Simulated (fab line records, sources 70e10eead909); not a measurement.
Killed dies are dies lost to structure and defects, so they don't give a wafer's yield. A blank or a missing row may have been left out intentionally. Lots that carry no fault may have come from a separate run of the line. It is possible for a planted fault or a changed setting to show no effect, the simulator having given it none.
fab line records -- flow nand-harc -- part 1 of 2: steps 1 to 26 of 35
[record] lots = 5, wafers = 15, last-day = 32
route steps=1302 shown A_DECK1_JOINT@524 A_ONON_D2@545
lots with no fault: from the same line, run without faults
start-h: hours from the record's first day to the start of the lot's first wafer shown -- wait-h: hours from the lot's prior step to this one -- " the same as in the row above -- L1.1+2: a row that stands for several wafers -- - no value, or no start was given -- * or withheld: withheld -- < > ~ a bound
route shown NAME@n: a module of which the file shows steps, and the number in the route of the first -- usual: mean and standard deviation over wafers with no fault -- same: alike in all rows -- chamber/n: place in a boat -- sites: each site's reading -- _std_site: standard deviation of those values -- _edge_site: inner sites' mean taken away from outer sites' mean -- radius-mm: for every site, how far away it sits from the centre of the wafer -- mask NAME#n: copy n -- behind: the most recent tool/chamber to have shaped the wafer -- hold: what put the lot on hold/how long, in hours/how the hold closed -- device: transistor that didn't switch, given as n, p or np -- end of line: the same wafers' tests at the end of the route -- a step given without rows: its recipe and nothing more -- killed: at the first sort, the dies lost to defects and structure; wafer yield is something else -- map: the dies of a wafer, with x for killed, . for not killed, _ for no die there
set.NAME: the run value of the setting; set.NAME@STEP: its run value at that earlier step -- model.NAME: the simulator's own value behind a step, which no gauge read
lots at some steps of the route; a table a step, a row a wafer
services: when a tool's chamber went out of use (start-h, in hours from the record's first day, below 0 if earlier), for how many hours, and the reason
[[steps]]
[step NHARC_A_DECK1_JOINT_WET_10]
[recipe] temp-c = 160, time-s = 86, chemistry = H3PO4
lot.wafer,tool,chamber,start-h,wait-h
L075.1+4+6,wet-h3po4-01,1,244.05,1.7
L078.1+3+6,wet-h3po4-01,1,282.91,1.7
L083.3+4+5,wet-h3po4-02,1,338.54,1.7
L085.2+3+6,wet-h3po4-02,0,361.26,4.3
L095.2+5+6,wet-h3po4-01,1,455.83,1.7
[step NHARC_A_DECK1_JOINT_ETCH_11]
[recipe] target-depth-a = 350, chemistry = dHF, material = SiO2
lot.wafer,tool,chamber,start-h,wait-h
L075.1+6+4,wet-bench-05,"0,1,5",244.60,0.0
L078.1+3+6,wet-bench-05,"1,2,6",283.47,0.0
L083.5+3+4,wet-bench-05,"0,2,3",339.09,0.0
L085.3+2+6,wet-bench-07,"6,0,2",361.81,0.0
L095.2+5+6,wet-bench-07,"0,1,2",456.38,0.0
[step NHARC_A_DECK1_JOINT_CVD_12]
[recipe] target-thk-a = 900, temp-c = 620, pressure-mtorr = 200, time-s = 1800, material = poly-Si
[usual] spike-tc-upper-C = 619.7/1.4, tube-center-temp-C = 620/0.062
lot.wafer,tool,chamber,start-h,wait-h,spike-tc-upper-C,tube-center-temp-C
L075.1,lpcvd-poly-01,0,247.09,2.5,617.7,619.88
L075.4,lpcvd-poly-01,0,247.09,2.5,619.1,620.05
L075.6,lpcvd-poly-01,0,247.09,2.5,617.5,619.94
L078.1,lpcvd-poly-02,0,286.13,2.6,621.2,619.98
L078.3,lpcvd-poly-02,0,286.13,2.6,621.8,620.06
L078.6,lpcvd-poly-02,0,286.13,2.6,622.2,619.93
L083.3,lpcvd-poly-02,0,341.76,2.6,620.2,619.97
L083.4,lpcvd-poly-02,0,341.76,2.6,620.7,620.06
L083.5,lpcvd-poly-02,0,341.76,2.6,621.7,619.95
L085.2,lpcvd-poly-02,0,364.47,2.6,621.7,620.01
L085.3,lpcvd-poly-02,0,364.47,2.6,620.8,620.1
L085.6,lpcvd-poly-02,0,364.47,2.6,619.7,619.97
L095.2,lpcvd-poly-02,0,459.03,2.6,619.4,620.07
L095.5,lpcvd-poly-02,0,459.03,2.6,621.4,619.97
L095.6,lpcvd-poly-02,0,459.03,2.6,619.4,620.11
[step NHARC_A_DECK1_JOINT_CMP_13]
[recipe] target-thk-nm = 51.023
[usual] motor-current-A = 12.1/1, slurry-filter-dp-kPa = 13.52/0.13, slurry-flow-ml-min = 150.0/0.46, time-to-endpoint-s = 9.5/2.6
lot.wafer,tool,chamber,start-h,wait-h,motor-current-A,slurry-filter-dp-kPa,slurry-flow-ml-min,time-to-endpoint-s
L075.1,cmp-04,1,249.96,0.4,12.3,13.65,149.5,13.8
L075.4,cmp-04,0,249.96,0.4,12.2,13.57,150.0,13.5
L075.6,cmp-04,1,249.96,0.4,12.0,13.28,149.4,13.2
L078.1,cmp-01,2,289.02,0.4,12.6,13.53,149.5,5.4
L078.3,cmp-01,3,289.02,0.4,11.3,13.73,149.8,5.5
L078.6,cmp-01,2,289.02,0.4,13.1,13.63,149.7,8.0
L083.3,cmp-01,3,344.66,0.4,11.7,13.46,149.2,9.2
L083.4,cmp-01,1,344.66,0.4,13.5,13.39,150.9,14.6
L083.5,cmp-01,0,344.66,0.4,11.5,13.40,149.7,11.1
L085.2,cmp-01,0,367.34,0.4,11.6,13.55,149.7,12.4
L085.3,cmp-01,1,367.34,0.4,13.5,13.54,150.0,14.9
L085.6,cmp-01,0,367.34,0.4,10.9,13.69,150.3,11.2
L095.2,cmp-01,0,461.92,0.4,12.3,13.39,149.7,8.6
L095.5,cmp-01,3,461.92,0.4,11.3,13.42,150.1,4.8
L095.6,cmp-01,0,461.92,0.4,11.5,13.38,150.0,11.1
[step NHARC_A_DECK1_JOINT_THK_MEAS_14]
[recipe] thk-meas-gauge = ellipsometry
[usual] thk-nm = 51.4/1.6
lot.wafer,tool,chamber,start-h,wait-h,thk-nm
L075.1,film-metro-01,-,250.21,0.2,51.2
L075.4,film-metro-01,-,250.21,0.2,52.4
L075.6,film-metro-01,-,250.21,0.2,50.7
L078.1,film-metro-02,-,289.27,0.2,48.6
L078.3,film-metro-02,-,289.27,0.2,50.3
L078.6,film-metro-02,-,289.27,0.2,48.6
L083.3,film-metro-01,-,344.92,0.2,49.7
L083.4,film-metro-01,-,344.92,0.2,51.1
L083.5,film-metro-01,-,344.92,0.2,52.3
L085.2,film-metro-01,-,367.59,0.2,51.4
L085.3,film-metro-01,-,367.59,0.2,51.8
L085.6,film-metro-01,-,367.59,0.2,50.1
L095.2,film-metro-02,-,462.15,0.2,50.2
L095.5,film-metro-02,-,462.15,0.2,47.8
L095.6,film-metro-02,-,462.15,0.2,50.5
[step NHARC_A_DECK1_JOINT_SRD_04]
lot.wafer,tool,chamber,start-h,wait-h
L075.1+6+4,wet-bench-01,"7,0,1",250.26,0.0
L078.6+1+3,wet-bench-05,"3,5,6",289.32,0.0
L083.4+5+3,wet-bench-01,"1,2,4",344.96,0.0
L085.2+3+6,wet-bench-07,"5,7,1",367.63,0.0
L095.6+2+5,wet-bench-01,"1,4,5",462.19,0.0
[step NHARC_A_DECK1_JOINT_ETCHBACK_00]
[recipe] target-depth-a = 300, time-s = 17.4, hbr-flow-sccm = 150, rf-w = 350, icp-w = 350, bias-w = 60, chemistry = HBr
[usual] drypump-motor-current-A = 5.6/0.46, oes-product-au = 0.998/0.015, throttle-valve-pct = 23.266/0.0086
lot.wafer,tool,chamber,start-h,wait-h,drypump-motor-current-A,oes-product-au,rf-hours-counter-h,throttle-valve-pct
L075.1,rie-si-01,2,250.34,0.1,4.9,1.026,0.3,23.255
L075.4,rie-si-01,3,250.34,0.1,5.5,0.974,0.3,23.258
L075.6,rie-si-01,2,250.34,0.1,4.9,1.022,-,23.262
L078.3,rie-si-01,1,289.41,0.1,5.9,1.001,0.6,23.270
L078.1,rie-si-01,3,289.41,0.1,5.5,0.960,0.7,23.274
L078.6,rie-si-01,1,289.41,0.1,5.9,0.998,-,23.265
L083.3,rie-si-06,2,345.06,0.1,5.1,1.002,0.5,23.262
L083.4,rie-si-06,0,345.06,0.1,5.8,0.983,0.5,23.268
L083.5,rie-si-06,2,345.06,0.1,5.1,1.012,-,23.260
L085.2,rie-si-04,0,367.73,0.1,6.8,1.007,0.1,23.268
L085.3,rie-si-04,2,367.73,0.1,5.7,0.999,0.1,23.269
L085.6,rie-si-04,3,367.73,0.1,5.5,0.977,-,23.262
L095.2,rie-si-01,2,462.28,0.1,4.9,1.030,0.5,23.261
L095.5,rie-si-01,2,462.28,0.1,4.9,1.021,-,23.234
L095.6,rie-si-01,3,462.28,0.1,5.5,0.986,-,23.253
[step NHARC_A_DECK1_JOINT_PRECLEAN_30]
[recipe] time-s = *, temp-c = 50, bath-age-min = 0, chemistry = SC1
[usual] h2o2-flow-mL-min = 56.60/0.17
lot.wafer,tool,chamber,start-h,wait-h,h2o2-flow-mL-min
L075.4,wet-bench-07,4,250.49,0.1,56.49
L075.1,wet-bench-07,5,250.49,0.1,56.45
L075.6,wet-bench-07,7,250.49,0.1,56.79
L078.1,wet-bench-01,6,289.54,0.1,56.44
L078.3,wet-bench-01,7,289.54,0.1,56.47
L078.6,wet-bench-01,2,289.54,0.1,56.14
L083.3,wet-bench-07,5,345.21,0.1,56.74
L083.5,wet-bench-07,6,345.21,0.1,56.55
L083.4,wet-bench-07,0,345.21,0.1,56.57
L085.2,wet-bench-01,5,367.86,0.1,56.59
L085.3,wet-bench-01,6,367.86,0.1,56.39
L085.6,wet-bench-01,0,367.86,0.1,56.67
L095.6,wet-bench-01,7,462.42,0.1,56.47
L095.5,wet-bench-01,1,462.42,0.1,56.61
L095.2,wet-bench-01,3,462.42,0.1,56.85
[step NHARC_A_DECK1_JOINT_SRD_31]
lot.wafer,tool,chamber,start-h,wait-h
L075.4+1+6,wet-bench-07,"4,5,7",-,-
L078.1+3+6,wet-bench-01,"6,7,2",-,-
L083.3+5+4,wet-bench-07,"5,6,0",345.26,0.0
L085.2+3+6,wet-bench-01,"5,6,0",-,-
L095.6+5+2,wet-bench-01,"7,1,3",-,-
[step NHARC_A_DECK1_JOINT_CVD_34]
[recipe] target-thk-a = 200, temp-c = 700, pressure-mtorr = 300, material = SiNx
[usual] spike-tc-upper-C = 699.8/0.99
lot.wafer,tool,chamber,start-h,wait-h,spike-tc-upper-C
L075.1,lpcvd-02,1,253.73,-,698.0
L075.4,lpcvd-02,1,253.73,-,699.4
L075.6,lpcvd-02,1,253.73,-,697.3
L078.1,lpcvd-02,0,292.78,-,700.5
L078.3,lpcvd-02,0,292.78,-,701.3
L078.6,lpcvd-02,0,292.78,-,700.7
L083.3,lpcvd-01,0,348.47,3.2,700.5
L083.4,lpcvd-01,0,348.47,3.2,699.9
L083.5,lpcvd-01,0,348.47,3.2,699.3
L085.2,lpcvd-01,1,371.78,-,701.0
L085.3,lpcvd-01,1,371.78,-,701.6
L085.6,lpcvd-01,1,371.78,-,700.6
L095.2,lpcvd-01,0,465.66,-,698.5
L095.5,lpcvd-01,0,465.66,-,699.1
L095.6,lpcvd-01,0,465.66,-,697.7
[step NHARC_A_DECK1_JOINT_DEP_06]
[recipe] target-thk-a = 800, temp-c = 65, material = SiOx
lot.wafer,tool,chamber,start-h,wait-h
L075.1+4+6,fcvd-01,0,256.98,0.4
L078.1+3+6,fcvd-01,"0,1,1",296.04,0.4
L083.3+4+5,fcvd-01,"1,0,1",351.71,0.4
L085.2+3+6,fcvd-02,"1,0,1",375.04,0.4
L095.2+5+6,fcvd-01,"0,1,0",469.00,0.4
[step NHARC_A_DECK1_JOINT_CURE_26]
[recipe] temp-c = 150, time-s = 32, pressure-atm = 0.395
lot.wafer,tool,chamber,start-h,wait-h
L075.1+4+6,fcvd-01,0,257.33,0.3
L078.1+3+6,fcvd-01,"0,1,1",296.20,0.1
L083.3+4+5,fcvd-01,"1,0,1",351.86,0.1
L085.2+3+6,fcvd-02,"1,0,1",375.21,0.1
L095.2+5+6,fcvd-01,"0,1,0",469.16,0.1
[step NHARC_A_DECK1_JOINT_ANNEAL_27]
[recipe] temp-c = 400, time-s = 3600, idle-temp-c = 300, ramp-up-c-per-min = 10, densification-p-h2o-torr = 640
[usual] spike-tc-upper-C = 399.3/1.1, tube-center-temp-C = 400.01/0.035
lot.wafer,tool,chamber,start-h,wait-h,spike-tc-upper-C,tube-center-temp-C
L075.1,furnace-07,0,260.71,3.3,398.8,400.01
L075.4,furnace-07,0,260.71,3.3,399.5,399.96
L075.6,furnace-07,0,260.71,3.3,400.5,400.04
L078.1,furnace-01,0,300.93,4.7,400.0,400.01
L078.3,furnace-01,0,300.93,4.7,398.3,400
L078.6,furnace-01,0,300.93,4.7,399.2,399.98
L083.3,furnace-07,0,355.13,3.3,400.9,400
L083.4,furnace-07,0,355.13,3.3,401.3,400.01
L083.5,furnace-07,0,355.13,3.3,400.1,400.02
L085.2,furnace-03,0,380.00,4.8,398.6,400.01
L085.3,furnace-03,0,380.00,4.8,397.4,400.02
L085.6,furnace-03,0,380.00,4.8,398.6,399.98
L095.2,furnace-01,0,472.38,3.2,398.8,400.05
L095.5,furnace-01,0,472.38,3.2,399.5,400.02
L095.6,furnace-01,0,472.38,3.2,398.7,400.06
[step NHARC_A_DECK1_JOINT_ANNEAL_28]
[recipe] temp-c = 500, time-s = 1800, idle-temp-c = 400, ramp-up-c-per-min = 10, densification-p-h2o-torr = 640
[usual] spike-tc-upper-C = 499.1/1.3, tube-center-temp-C = 500/0.043
lot.wafer,tool,chamber,start-h,wait-h,spike-tc-upper-C,tube-center-temp-C
L075.1,furnace-07,0,268.08,5.6,500.2,500
L075.4,furnace-07,0,268.08,5.6,500.1,499.96
L075.6,furnace-07,0,268.08,5.6,499.9,499.97
L078.1,furnace-01,0,307.03,4.4,499.3,500.04
L078.3,furnace-01,0,307.03,4.4,499.1,500.1
L078.6,furnace-01,0,307.03,4.4,498.7,500.03
L083.3,furnace-07,0,362.70,5.8,502.7,499.99
L083.4,furnace-07,0,362.70,5.8,501.0,500.06
L083.5,furnace-07,0,362.70,5.8,500.3,500.02
L085.2,furnace-03,0,385.47,3.7,498.5,499.95
L085.3,furnace-03,0,385.47,3.7,498.5,499.99
L085.6,furnace-03,0,385.47,3.7,496.4,499.95
L095.2,furnace-01,0,476.73,2.6,501.3,499.96
L095.5,furnace-01,0,476.73,2.6,499.5,500.02
L095.6,furnace-01,0,476.73,2.6,500.3,500.04
[step NHARC_A_DECK1_JOINT_ANNEAL_29]
[recipe] temp-c = 750, time-s = 1800, idle-temp-c = 500, ramp-up-c-per-min = 10, ramp-down-c-per-min = 3
[usual] spike-tc-upper-C = 749.4/1.2, tube-center-temp-C = 750/0.07
lot.wafer,tool,chamber,start-h,wait-h,spike-tc-upper-C,tube-center-temp-C
L075.1,furnace-07,0,273.20,4.5,750.7,750
L075.4,furnace-07,0,273.20,4.5,751.1,749.86
L075.6,furnace-07,0,273.20,4.5,751.7,749.98
L078.1,furnace-01,0,310.81,3.1,749.3,749.92
L078.3,furnace-01,0,310.81,3.1,750.9,750.2
L078.6,furnace-01,0,310.81,3.1,749.4,750.05
L083.3,furnace-07,0,367.97,4.6,751.8,750.06
L083.4,furnace-07,0,367.97,4.6,751.9,749.94
L083.5,furnace-07,0,367.97,4.6,750.0,750.05
L085.2,furnace-03,0,390.69,4.5,747.7,749.99
L085.3,furnace-03,0,390.69,4.5,748.3,750.1
L085.6,furnace-03,0,390.69,4.5,750.0,749.96
L095.2,furnace-01,0,479.98,2.6,748.8,750.01
L095.5,furnace-01,0,479.98,2.6,750.6,750.06
L095.6,furnace-01,0,479.98,2.6,749.1,750.03
[step NHARC_A_DECK1_JOINT_CMP_02]
[recipe] material = SiOx
[usual] motor-current-A = 12.0/1.1, slurry-filter-dp-kPa = 13.52/0.14, slurry-flow-ml-min = 149.9/0.47
lot.wafer,tool,chamber,start-h,wait-h,motor-current-A,slurry-filter-dp-kPa,slurry-flow-ml-min
L075.1,cmp-01,1,275.90,0.4,13.9,13.63,150.1
L075.4,cmp-01,2,275.90,0.4,11.4,13.64,149.5
L075.6,cmp-01,0,275.90,0.4,11.9,13.63,150.3
L078.1,cmp-03,1,313.55,0.4,10.2,13.46,150.7
L078.3,cmp-03,2,313.55,0.4,10.9,13.82,149.5
L078.6,cmp-03,0,313.55,0.4,12.8,13.36,150.1
L083.4,cmp-04,3,370.66,0.4,10.3,13.44,149.9
L083.3,cmp-04,1,370.66,0.4,12.4,13.43,150.0
L083.5,cmp-04,3,370.66,0.4,10.1,13.43,150.1
L085.3,cmp-04,3,393.37,0.4,10.4,13.56,150.1
L085.2,cmp-04,2,393.37,0.4,12.7,13.39,150.9
L085.6,cmp-04,0,393.37,0.4,12.3,13.47,149.9
L095.2,cmp-04,1,482.67,0.4,12.3,13.76,150.3
L095.6,cmp-04,0,482.67,0.4,12.0,13.27,149.7
L095.5,cmp-04,1,482.67,0.4,11.7,13.68,150.5
[step NHARC_A_DECK1_JOINT_SRD_15]
lot.wafer,tool,chamber,start-h,wait-h
L075.4+6+1,wet-bench-07,"7,0,2",276.18,0.0
L078.6+1+3,wet-bench-01,"3,4,5",313.80,0.0
L083.4+3+5,wet-bench-07,"7,1,2",370.93,0.0
L085.3+2+6,wet-bench-07,"2,3,5",393.67,0.0
L095.6+2+5,wet-bench-05,"3,4,5",482.95,0.0
[step NHARC_A_DECK1_JOINT_DEP_16]
[recipe] target-thk-a = 450, temp-c = 400, pressure-torr = 6.5, rf-w = 900, teos-flow-sccm = 161.4, flow-sccm = 2650, target-thk-nm = 45, gas = O2, material = SiO2
[usual] heater-power-w = 517/97, throttle-valve-pct = 15.9/0.58
lot.wafer,tool,chamber,start-h,wait-h,heater-power-w,throttle-valve-pct
L075.1,pecvd-01,1,276.30,0.1,451,15.7
L075.4,pecvd-01,0,276.30,0.1,641,15.6
L075.6,pecvd-01,1,276.30,0.1,451,16.0
L078.3,pecvd-02,1,313.89,0.1,480,14.4
L078.1,pecvd-02,0,313.89,0.1,709,15.8
L078.6,pecvd-02,1,313.89,0.1,460,14.6
L083.3,pecvd-01,0,371.03,0.1,548,15.8
L083.5,pecvd-01,0,371.03,0.1,556,15.4
L083.4,pecvd-01,1,371.03,0.1,556,15.4
L085.2,pecvd-04,2,393.79,0.1,277,15.9
L085.3,pecvd-04,0,393.79,0.1,562,15.7
L085.6,pecvd-04,1,393.79,0.1,544,17.2
L095.2,pecvd-01,2,483.09,0.1,501,15.8
L095.5,pecvd-01,0,483.09,0.1,566,15.7
L095.6,pecvd-01,2,483.09,0.1,522,15.8
[step NHARC_A_DECK1_JOINT_THK_MEAS_17]
[recipe] thk-meas-gauge = ellipsometry
[usual] thk-nm = 45.0/1.1
lot.wafer,tool,chamber,start-h,wait-h,thk-nm
L075.1,film-metro-02,-,276.55,0.2,43.7
L075.4,film-metro-02,-,276.55,0.2,45.2
L075.6,film-metro-02,-,276.55,0.2,44.6
L078.1,film-metro-02,-,314.17,0.2,45.6
L078.3,film-metro-02,-,314.17,0.2,46.6
L078.6,film-metro-02,-,314.17,0.2,44.0
L083.3,film-metro-01,-,371.31,0.3,44.6
L083.4,film-metro-01,-,371.31,0.3,45.5
L083.5,film-metro-01,-,371.31,0.3,43.7
L085.2,film-metro-02,-,394.04,0.2,43.5
L085.3,film-metro-02,-,394.04,0.2,45.4
L085.6,film-metro-02,-,394.04,0.2,45.5
L095.2,film-metro-01,-,483.31,0.2,44.0
L095.5,film-metro-01,-,483.31,0.2,46.3
L095.6,film-metro-01,-,483.31,0.2,45.6
[step NHARC_A_DECK1_JOINT_INSPECT_05]
[usual] raw-defect-count = 305/120
lot.wafer,tool,chamber,start-h,wait-h,raw-defect-count
L075.1,defect-inspect-01,-,276.58,0.0,224
L075.4,defect-inspect-01,-,276.58,0.0,174
L075.6,defect-inspect-01,-,276.58,0.0,157
L078.1,defect-inspect-02,-,314.20,0.0,440
L078.3,defect-inspect-02,-,314.20,0.0,241
L078.6,defect-inspect-02,-,314.20,0.0,243
L083.3,defect-inspect-02,-,371.34,0.0,252
L083.4,defect-inspect-02,-,371.34,0.0,347
L083.5,defect-inspect-02,-,371.34,0.0,219
L085.2,defect-inspect-02,-,394.07,0.0,450
L085.3,defect-inspect-02,-,394.07,0.0,414
L085.6,defect-inspect-02,-,394.07,0.0,514
L095.2,defect-inspect-01,-,483.35,0.0,236
L095.5,defect-inspect-01,-,483.35,0.0,301
L095.6,defect-inspect-01,-,483.35,0.0,262
[step NHARC_A_ONON_D2_DEP_00]
[recipe] target-thk-a = 10000, n2-flow-sccm = 2750, n2o-flow-sccm = 2000, nh3-flow-sccm = 500, sih4-flow-sccm = 210, temp-c = 400
[usual] n2-flow-sccm = 2751/8, nh3-flow-sccm = 500.4/1.5
lot.wafer,tool,chamber,start-h,wait-h,n2-flow-sccm,nh3-flow-sccm
L075.1,pecvd-onon-03,0,276.65,0.1,2752,502.1
L075.4,pecvd-onon-03,0,276.65,0.1,2746,502.8
L075.6,pecvd-onon-03,0,276.65,0.1,2758,502.1
L078.1,pecvd-onon-01,0,314.27,0.1,2743,502.3
L078.3,pecvd-onon-01,0,314.27,0.1,2750,500.1
L078.6,pecvd-onon-01,0,314.27,0.1,2736,498.1
L083.3,pecvd-onon-04,0,371.52,0.2,2754,499.4
L083.4,pecvd-onon-04,0,371.52,0.2,2759,500.1
L083.5,pecvd-onon-04,0,371.52,0.2,2742,500.5
L085.2,pecvd-onon-03,0,394.20,0.1,2755,500.0
L085.3,pecvd-onon-03,0,394.20,0.1,2753,498.6
L085.6,pecvd-onon-03,0,394.20,0.1,2749,499.9
L095.2,pecvd-onon-03,0,483.47,0.1,2747,502.0
L095.5,pecvd-onon-03,0,483.47,0.1,2759,501.6
L095.6,pecvd-onon-03,0,483.47,0.1,2744,500.3
[step NHARC_A_ONON_D2_THK_MEAS_02]
[recipe] thk-meas-gauge = ellipsometry
[usual] thk-nm = 1001/9.4
lot.wafer,tool,chamber,start-h,wait-h,thk-nm
L075.1,film-metro-01,-,277.16,-,1004
L075.4,film-metro-01,-,277.16,-,1007
L075.6,film-metro-01,-,277.16,-,1005
L078.1,film-metro-01,-,314.78,-,1015
L078.3,film-metro-01,-,314.78,-,1013
L078.6,film-metro-01,-,314.78,-,1014
L083.3,film-metro-02,-,371.92,-,989
L083.4,film-metro-02,-,371.92,-,988
L083.5,film-metro-02,-,371.92,-,987
L085.2,film-metro-02,-,394.65,-,1011
L085.3,film-metro-02,-,394.65,-,1010
L085.6,film-metro-02,-,394.65,-,1010
L095.2,film-metro-01,-,483.93,-,999
L095.5,film-metro-01,-,483.93,-,1001
L095.6,film-metro-01,-,483.93,-,1001
[step NHARC_A_ONON_D2_DEP_03]
[recipe] target-thk-a = 10000, n2-flow-sccm = 2750, n2o-flow-sccm = 2000, nh3-flow-sccm = 500, sih4-flow-sccm = 210, temp-c = 400
[usual] n2-flow-sccm = 2752/8.3, nh3-flow-sccm = 500.1/1.6
lot.wafer,tool,chamber,start-h,wait-h,n2-flow-sccm,nh3-flow-sccm
L075.1,pecvd-onon-04,0,277.22,0.1,2765,499.3
L075.4,pecvd-onon-04,0,277.22,0.1,2757,498.3
L075.6,pecvd-onon-04,0,277.22,0.1,2754,499.5
L078.1,pecvd-onon-01,0,314.84,0.1,2747,502.6
L078.3,pecvd-onon-01,0,314.84,0.1,2739,499.6
L078.6,pecvd-onon-01,0,314.84,0.1,2753,503.2
L083.3,pecvd-onon-01,0,372.09,0.2,2749,498.2
L083.4,pecvd-onon-01,0,372.09,0.2,2736,499.3
L083.5,pecvd-onon-01,0,372.09,0.2,2749,496.2
L085.2,pecvd-onon-04,0,394.77,0.1,2757,502.2
L085.3,pecvd-onon-04,0,394.77,0.1,2763,501.4
L085.6,pecvd-onon-04,0,394.77,0.1,2757,501.9
L095.2,pecvd-onon-01,0,484.04,0.1,2771,501.6
L095.5,pecvd-onon-01,0,484.04,0.1,2761,503.4
L095.6,pecvd-onon-01,0,484.04,0.1,2769,503.9
[step NHARC_A_ONON_D2_THK_MEAS_05]
[recipe] thk-meas-gauge = ellipsometry
[usual] thk-nm = 1000/8.8
lot.wafer,tool,chamber,start-h,wait-h,thk-nm
L075.1,film-metro-01,-,277.73,-,1006
L075.4,film-metro-01,-,277.73,-,1007
L075.6,film-metro-01,-,277.73,-,1007
L078.1,film-metro-01,-,315.36,-,1005
L078.3,film-metro-01,-,315.36,-,1004
L078.6,film-metro-01,-,315.36,-,1006
L083.3,film-metro-01,-,372.49,-,1004
L083.4,film-metro-01,-,372.49,-,1005
L083.5,film-metro-01,-,372.49,-,1006
L085.2,film-metro-01,-,395.22,-,991
L085.3,film-metro-01,-,395.22,-,991
L085.6,film-metro-01,-,395.22,-,992
L095.2,film-metro-02,-,484.50,-,996
L095.5,film-metro-02,-,484.50,-,995
L095.6,film-metro-02,-,484.50,-,995
[step NHARC_A_ONON_D2_DEP_06]
[recipe] target-thk-a = 10000, n2-flow-sccm = 2750, n2o-flow-sccm = 2000, nh3-flow-sccm = 500, sih4-flow-sccm = 210, temp-c = 400
[usual] n2-flow-sccm = 2750/7.7, nh3-flow-sccm = 499.9/1.4
lot.wafer,tool,chamber,start-h,wait-h,n2-flow-sccm,nh3-flow-sccm
L075.1,pecvd-onon-03,0,277.79,0.1,2746,502.9
L075.4,pecvd-onon-03,0,277.79,0.1,2742,500.1
L075.6,pecvd-onon-03,0,277.79,0.1,2745,498.0
L078.1,pecvd-onon-01,0,315.41,0.1,2755,502.7
L078.3,pecvd-onon-01,0,315.41,0.1,2758,501.8
L078.6,pecvd-onon-01,0,315.41,0.1,2758,502.2
L083.3,pecvd-onon-04,0,372.66,0.2,2743,497.3
L083.4,pecvd-onon-04,0,372.66,0.2,2755,499.3
L083.5,pecvd-onon-04,0,372.66,0.2,2752,499.5
L085.2,pecvd-onon-01,0,395.33,0.1,2750,499.6
L085.3,pecvd-onon-01,0,395.33,0.1,2742,501.0
L085.6,pecvd-onon-01,0,395.33,0.1,2740,498.0
L095.2,pecvd-onon-04,0,484.61,0.1,2760,499.4
L095.5,pecvd-onon-04,0,484.61,0.1,2758,500.0
L095.6,pecvd-onon-04,0,484.61,0.1,2761,499.1
[step NHARC_A_ONON_D2_THK_MEAS_08]
[recipe] thk-meas-gauge = ellipsometry
[usual] thk-nm = 997/11
lot.wafer,tool,chamber,start-h,wait-h,thk-nm
L075.1,film-metro-01,-,278.30,-,1000
L075.4,film-metro-01,-,278.30,-,1000
L075.6,film-metro-01,-,278.30,-,1001
L078.1,film-metro-01,-,315.92,-,1029
L078.3,film-metro-01,-,315.92,-,1028
L078.6,film-metro-01,-,315.92,-,1031
L083.3,film-metro-01,-,373.05,-,1006
L083.4,film-metro-01,-,373.05,-,1007
L083.5,film-metro-01,-,373.05,-,1006
L085.2,film-metro-02,-,395.78,-,1011
L085.3,film-metro-02,-,395.78,-,1009
L085.6,film-metro-02,-,395.78,-,1013
L095.2,film-metro-02,-,485.06,-,986
L095.5,film-metro-02,-,485.06,-,987
L095.6,film-metro-02,-,485.06,-,985
